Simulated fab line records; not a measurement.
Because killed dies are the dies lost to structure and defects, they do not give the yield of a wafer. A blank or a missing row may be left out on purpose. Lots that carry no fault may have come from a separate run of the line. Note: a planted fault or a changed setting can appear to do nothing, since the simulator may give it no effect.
fab line records	flow nand_harc
record: lots: 15	wafers: 45	last_day: 24
route steps=1159 shown P_M0@277 P_M1@317 P_M2@318
lots that met no fault: taken from a fault-free run of the same line
start_h: start of the lot's first displayed wafer, in hours after the record's first day	wait_h: how many hours have passed since the lot's step before this one	" identical to the entry in the row above	L1.1+2: a single row standing in for several wafers	- either no value or no given start	* or withheld: withheld	< > ~ a bound
route shown NAME@n: NAME is a module with steps in the file, n the number in the route of the first one	usual: the fault-free wafers' mean and standard deviation	same: alike in all rows	chamber/n: place in a boat	sites: the reading at each site	_std_site: their standard deviation	_edge_site: mean of outer sites minus mean of inner sites	radius_mm: for every site, how far away it sits from the centre of the wafer	mask NAME#n: copy n	behind: tool/chamber where the wafer was last shaped	hold: cause of the lot's hold/its duration in hours/its outcome	device: the n, p or np transistor that did not switch	end of line: the tests these same wafers got at the end of their route	where a step has no rows: the recipe by itself	killed: count of dies lost to structure and defects at first sort (not the wafer's yield)	map: dies across one wafer; x = killed, . = not, _ = none there
set.NAME: the setting that was run; set.NAME@STEP: the one run at that earlier step	model.NAME: the simulator's own value behind a step, which no gauge read
route steps across a sampled set of lots; one table per step, one row per wafer
services: from which hour (start_h, from the record's first day; less than 0 if before it) a tool's chamber was out of use, for how many hours, and why
== steps ==
step: NHARC_P_M0_ANNEAL_30
recipe: temp_c: 225	time_s: 90
usual: anneal_temp_c: 225.02/0.16	wafer_temp_C_max: 225.99/0.24
lot.wafer	tool	chamber	start_h	wait_h	anneal_temp_c	wafer_temp_C_max
L999.1	rtp_anneal-01	0	128.82	-	225.17	226.41
L999.3	"	0	"	"	225.12	226.08
L999.6	"	0	"	"	225.15	225.83
L998.1	rtp_anneal-01	0	129.37	0.3	224.83	226.14
L998.3	"	0	"	"	224.75	226.08
L998.4	"	0	"	"	224.81	225.78
L101.2	rtp_anneal-01	0	138.63	0.4	225.33	226.12
L101.3	"	0	"	"	224.99	226.26
L101.4	"	0	"	"	224.88	225.99
L102.3	rtp_anneal-01	0	139.24	-	225.09	226.23
L102.4	"	0	"	"	224.93	225.96
L102.6	"	0	"	"	225.16	225.95
L103.3	rtp_anneal-02	0	146.48	0.3	224.80	225.92
L103.4	"	0	"	"	224.89	226.28
L103.5	"	0	"	"	225.00	225.64
L104.2	rtp_anneal-01	0	153.42	-	224.83	226.17
L104.5	"	0	"	"	224.74	226.11
L104.6	"	0	"	"	224.73	226.28
L111.1	rtp_anneal-01	0	194.37	0.4	224.96	226.04
L111.3	"	0	"	"	224.80	225.90
L111.5	"	0	"	"	225.03	225.89
L109.3	rtp_anneal-01	0	197.00	0.3	224.95	226.07
L109.5	"	0	"	"	224.80	225.99
L109.6	"	0	"	"	224.68	226.28
L113.1	rtp_anneal-02	0	215.41	0.3	225.20	225.57
L113.4	"	0	"	"	225.19	225.91
L113.5	"	0	"	"	224.88	225.64
L115.1	rtp_anneal-01	0	220.86	-	225.19	226.17
L115.3	"	0	"	"	225.03	225.51
L115.6	"	0	"	"	225.08	226.03
L116.1	rtp_anneal-02	0	229.87	-	225.30	225.48
L116.3	"	0	"	"	225.14	225.91
L116.6	"	0	"	"	225.32	225.68
L118.1	rtp_anneal-01	0	233.37	0.3	224.97	226.47
L118.2	"	0	"	"	224.95	226.23
L118.4	"	0	"	"	225.00	225.96
L119.1	rtp_anneal-02	0	240.74	-	225.26	225.54
L119.4	"	0	"	"	225.12	225.99
L119.5	"	0	"	"	225.10	226.09
L120.1	rtp_anneal-02	0	247.23	-	224.98	226.14
L120.2	"	0	"	"	225.04	225.89
L120.6	"	0	"	"	225.13	225.73
L121.2	rtp_anneal-01	0	249.40	-	225.15	226.28
L121.3	"	0	"	"	225.00	226.23
L121.6	"	0	"	"	225.12	225.86
step: NHARC_P_M0_DEP_32
recipe: target_thk_a: 300	temp_c: 370	target_thk_nm: 30	pressure_torr: 3	flow_sccm: 200	rf_w: 450	material: SiCN
usual: chamber_pressure_Torr: 2.999/0.0063	heater_power_outer_w: 342/70	heater_power_w: 598/110	showerhead_vpp_V: 1332/57	susceptor_temp_C: 370.01/0.21
lot.wafer	tool	chamber	start_h	wait_h	chamber_pressure_Torr	heater_power_outer_w	heater_power_w	showerhead_vpp_V	susceptor_temp_C
L999.3	pecvd-01	0	129.84	0.1	2.997	350	673	1263	370.33
L999.1	"	1	"	"	2.999	297	504	1244	370.09
L999.6	"	0	"	"	3.008	347	664	1274	370.27
L998.1	pecvd-01	1	130.40	0.1	3.000	272	461	1249	370.02
L998.3	"	2	"	"	3.013	249	435	1311	369.90
L998.4	"	1	"	"	2.987	271	473	1264	369.86
L101.3	pecvd-04	2	139.64	0.1	2.997	310	570	1322	370.08
L101.2	"	0	"	"	3.005	301	575	1364	370.00
L101.4	"	2	"	"	2.994	321	566	1287	370.22
L102.3	pecvd-01	1	140.09	0.1	3.001	276	473	1245	369.78
L102.4	"	1	"	"	2.997	282	481	1254	369.64
L102.6	"	0	"	"	2.996	349	669	1304	369.86
L103.3	pecvd-04	1	147.45	0.1	3.010	480	812	1332	370.08
L103.5	"	2	"	"	3.000	348	598	1302	370.39
L103.4	"	0	"	"	3.005	364	664	1393	370.03
L104.2	pecvd-04	1	154.45	0.1	2.991	450	785	1315	369.84
L104.5	"	0	"	"	2.999	291	546	1375	370.43
L104.6	"	1	"	"	2.995	472	792	1300	369.50
L111.1	pecvd-04	1	195.32	0.1	3.001	482	780	1314	370.05
L111.3	"	0	"	"	3.002	302	590	1391	370.10
L111.5	"	2	"	"	2.995	350	617	1285	370.03
L109.3	pecvd-01	1	198.09	0.1	3.006	306	513	1241	370.09
L109.5	"	1	"	"	3.009	298	505	1253	370.01
L109.6	"	2	"	"	3.000	200	391	1320	370.23
L113.1	pecvd-03	2	216.37	0.1	3.004	390	647	1302	369.94
L113.4	"	2	"	"	2.991	394	640	1304	369.60
L113.5	"	1	"	"	3.005	315	530	1391	369.99
L115.1	pecvd-01	0	221.84	0.1	2.984	307	605	1293	369.71
L115.3	"	2	"	"	2.999	238	432	1331	369.73
L115.6	"	1	"	"	3.005	297	499	1259	369.93
L116.3	pecvd-04	2	231.17	0.1	2.996	268	485	1293	370.22
L116.1	"	1	"	"	2.992	440	725	1308	370.04
L116.6	"	0	"	"	2.993	377	675	1390	370.00
L118.2	pecvd-04	0	234.33	0.1	2.998	409	756	1393	369.97
L118.1	"	1	"	"	3.005	421	726	1334	370.11
L118.4	"	1	"	"	2.998	436	723	1335	370.20
L119.1	pecvd-03	1	241.71	0.1	2.986	355	563	1400	370.00
L119.4	"	2	"	"	2.994	402	656	1312	370.11
L119.5	"	0	"	"	2.997	343	602	1452	369.94
L120.2	pecvd-03	1	248.29	0.1	3.004	302	528	1409	369.66
L120.1	"	2	"	"	3.009	369	589	1322	369.99
L120.6	"	0	"	"	3.001	330	606	1424	370.11
L121.2	pecvd-04	1	250.31	0.1	3.005	427	703	1340	370.24
L121.3	"	2	"	"	3.005	265	478	1282	369.98
L121.6	"	0	"	"	3.004	405	721	1371	370.40
step: NHARC_P_M1_DEP_33
recipe: target_thk_a: 300	temp_c: 370	target_thk_nm: 30	pressure_torr: 3	flow_sccm: 200	rf_w: 450	material: SiCN
usual: chamber_pressure_Torr: 2.999/0.0061	heater_power_outer_w: 330/67	heater_power_w: 581/110	showerhead_vpp_V: 1335/64	susceptor_temp_C: 369.97/0.22
lot.wafer	tool	chamber	start_h	wait_h	chamber_pressure_Torr	heater_power_outer_w	heater_power_w	showerhead_vpp_V	susceptor_temp_C
L999.3	pecvd-01	2	134.16	0.1	2.989	211	389	1345	369.88
L999.1	"	0	"	"	3.002	367	682	1287	369.81
L999.6	"	2	"	"	2.992	209	392	1328	370.12
L998.3	pecvd-04	2	134.61	0.1	2.989	314	549	1302	369.95
L998.1	"	0	"	"	3.009	289	563	1394	369.99
L998.4	"	2	"	"	3.006	310	542	1295	370.16
L101.2	pecvd-04	2	143.97	0.1	3.009	369	603	1304	369.95
L101.3	"	1	"	"	2.998	445	762	1294	369.97
L101.4	"	2	"	"	3.007	357	623	1281	370.35
L102.3	pecvd-01	1	144.39	0.1	2.994	289	489	1236	370.07
L102.6	"	2	"	"	2.998	215	401	1323	369.93
L102.4	"	0	"	"	3.015	378	697	1285	370.11
L103.3	pecvd-01	0	151.53	0.1	3.012	376	702	1275	370.04
L103.5	"	0	"	"	3.013	380	719	1279	370.25
L103.4	"	2	"	"	2.991	237	434	1317	369.72
L104.2	pecvd-04	2	158.49	0.1	2.991	375	625	1311	369.76
L104.5	"	1	"	"	2.992	485	802	1302	369.66
L104.6	"	2	"	"	2.999	375	621	1323	369.84
L111.1	pecvd-03	1	199.52	0.1	3.012	322	543	1398	370.13
L111.3	"	2	"	"	2.993	317	548	1337	369.59
L111.5	"	0	"	"	3.007	380	666	1453	370.03
L109.3	pecvd-01	1	202.27	0.1	3.005	234	424	1244	369.92
L109.6	"	2	"	"	2.999	208	387	1347	370.20
L109.5	"	0	"	"	3.008	337	647	1279	369.64
L113.1	pecvd-03	2	221.12	0.1	2.995	306	536	1305	369.95
L113.4	"	1	"	"	2.995	267	477	1412	369.83
L113.5	"	0	"	"	2.997	344	626	1450	369.80
L115.3	pecvd-03	1	226.03	0.1	3.000	305	526	1406	370.38
L115.1	"	2	"	"	2.997	368	597	1323	370.14
L115.6	"	2	"	"	3.001	364	621	1307	370.32
L116.1	pecvd-04	0	235.29	0.1	2.998	328	629	1387	369.61
L116.3	"	2	"	"	2.999	318	545	1320	370.08
L116.6	"	1	"	"	2.996	406	670	1289	370.20
L118.2	pecvd-03	0	238.89	0.1	2.996	354	635	1459	369.57
L118.1	"	1	"	"	2.997	320	539	1397	369.95
L118.4	"	1	"	"	3.002	319	536	1392	370.05
L119.1	pecvd-03	1	245.86	0.1	2.990	312	523	1398	369.74
L119.4	"	1	"	"	3.002	313	527	1406	369.87
L119.5	"	0	"	"	2.995	359	619	1483	370.08
L120.1	pecvd-04	2	252.46	0.1	2.992	253	465	1274	369.69
L120.2	"	0	"	"	3.005	415	743	1378	370.15
L120.6	"	2	"	"	3.002	261	462	1276	369.74
L121.2	pecvd-04	1	257.80	0.1	3.005	471	775	1304	369.73
L121.3	"	0	"	"	3.003	404	731	1381	370.41
L121.6	"	2	"	"	3.005	318	555	1291	369.82
step: NHARC_P_M2_DEP_00
recipe: target_thk_a: 1825	target_thk_nm: 182.5	temp_c: withheld	pressure_torr: 5	flow_sccm: 200	rf_w: 600	material: SiOC
usual: chamber_pressure_Torr: 4.999/0.01	rf_fwd_power_W: 599.0/1.7	showerhead_vpp_V: 1550/73
lot.wafer	tool	chamber	start_h	wait_h	chamber_pressure_Torr	rf_fwd_power_W	showerhead_vpp_V
L999.1	pecvd-03	2	134.54	-	4.994	600.9	1527
L999.3	"	0	"	"	4.998	598.8	1686
L999.6	"	2	"	"	4.989	601.5	1508
L998.1	pecvd-03	2	134.96	-	5.003	601.7	1518
L998.4	"	2	"	"	5.004	599.1	1536
L998.3	"	0	"	"	4.986	599.1	1680
L101.2	pecvd-04	2	144.40	-	5.012	602.0	1486
L101.3	"	0	"	"	4.996	600.4	1599
L101.4	"	2	"	"	5.007	600.9	1482
L102.3	pecvd-04	0	144.69	-	4.981	597.6	1597
L102.6	"	0	"	"	5.014	598.0	1601
L102.4	"	1	"	"	5.012	597.2	1532
L103.3	pecvd-03	0	152.03	-	4.976	601.9	1679
L103.4	"	1	"	"	5.024	597.8	1618
L103.5	"	2	"	"	4.999	599.8	1523
L104.2	pecvd-03	0	158.91	-	4.992	600.1	1677
L104.6	"	0	"	"	5.000	600.5	1675
L104.5	"	1	"	"	4.985	597.9	1641
L111.3	pecvd-01	1	199.87	-	-	-	-
L111.1	"	2	"	"	-	-	-
L111.5	"	0	"	"	-	-	-
L109.3	pecvd-01	2	202.63	-	-	-	-
L109.6	"	1	"	"	-	-	-
L109.5	"	2	"	"	-	-	-
L113.1	pecvd-04	1	221.58	-	-	-	-
L113.5	"	2	"	"	-	-	-
L113.4	"	1	"	"	-	-	-
L115.3	pecvd-04	1	226.45	-	4.990	595.1	1527
L115.1	"	2	"	"	5.011	598.7	1494
L115.6	"	2	"	"	5.002	598.7	1474
L116.3	pecvd-04	2	235.72	-	5.014	597.1	1498
L116.1	"	0	"	"	5.019	601.2	1574
L116.6	"	0	"	"	4.991	602.2	1605
L118.2	pecvd-04	0	239.26	-	5.011	598.1	1609
L118.1	"	2	"	"	4.995	598.2	1515
L118.4	"	2	"	"	4.982	597.6	1499
L119.1	pecvd-04	1	246.36	-	4.997	598.2	1548
L119.5	"	0	"	"	4.993	599.2	1588
L119.4	"	1	"	"	4.992	599.7	1535
L120.1	pecvd-03	2	252.92	-	4.988	598.0	1510
L120.2	"	0	"	"	5.003	600.7	1679
L120.6	"	0	"	"	4.998	600.9	1696
L121.2	pecvd-03	2	258.26	-	5.005	597.6	1529
L121.3	"	0	"	"	5.008	599.6	1656
L121.6	"	0	"	"	5.007	597.8	1718
== services ==
tool	chamber	start_h	hours	kind
pecvd-03	-	111.00	13.0	pm
pecvd-03	0	111.00	13.0	vent_cycle
pecvd-03	1	111.00	13.0	vent_cycle
pecvd-03	2	111.00	13.0	vent_cycle
pecvd-03	0	124.00	-	clean
pecvd-03	1	124.00	-	clean
pecvd-03	2	124.00	-	clean
pecvd-03	1	132.95	12.2	repair
pecvd-03	2	136.42	11.0	repair
pecvd-04	-	196.30	13.0	pm
pecvd-04	0	196.30	13.0	vent_cycle
pecvd-04	1	196.30	13.0	vent_cycle
pecvd-04	2	196.30	13.0	vent_cycle
pecvd-04	0	209.30	-	clean
pecvd-04	1	209.30	-	clean
pecvd-04	2	209.30	-	clean
pecvd-01	-	237.34	13.0	pm
pecvd-01	0	237.34	13.0	vent_cycle
pecvd-01	1	237.34	13.0	vent_cycle
pecvd-01	2	237.34	13.0	vent_cycle
pecvd-01	0	250.34	-	clean
pecvd-01	1	250.34	-	clean
pecvd-01	2	250.34	-	clean
== key ==
first_sign: step: NHARC_P_M2_DEP_00	reading: tool_record	direction: missing
effect none on later readings
met_at NHARC_P_M2_DEP_00
struck_lots L109,L111,L113
later_rows_left_out L109.3,L109.5,L109.6,L111.1,L111.3,L111.5,L113.1,L113.4,L113.5
sort_left_out L109.3,L109.5,L109.6,L111.1,L111.3,L111.5,L113.1,L113.4,L113.5
not_acting_at NHARC_P_M0_ANNEAL_30,NHARC_P_M0_DEP_32,NHARC_P_M1_DEP_33
onset_between 144.69 199.87
fault: kind: skipped_step_whole	tool: pecvd-01,pecvd-04	chamber: -	onset_h: 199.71	steps: NHARC_P_M2_DEP_00	scope: struck_lots_only
sort_left_out: the simulated sort isn't trusted on such a fault, so these wafers' sort isn't shown, and their yield isn't known
later_rows_left_out: the simulator's readings of these wafers behind a module that went badly wrong aren't trusted and aren't shown, but for the sort
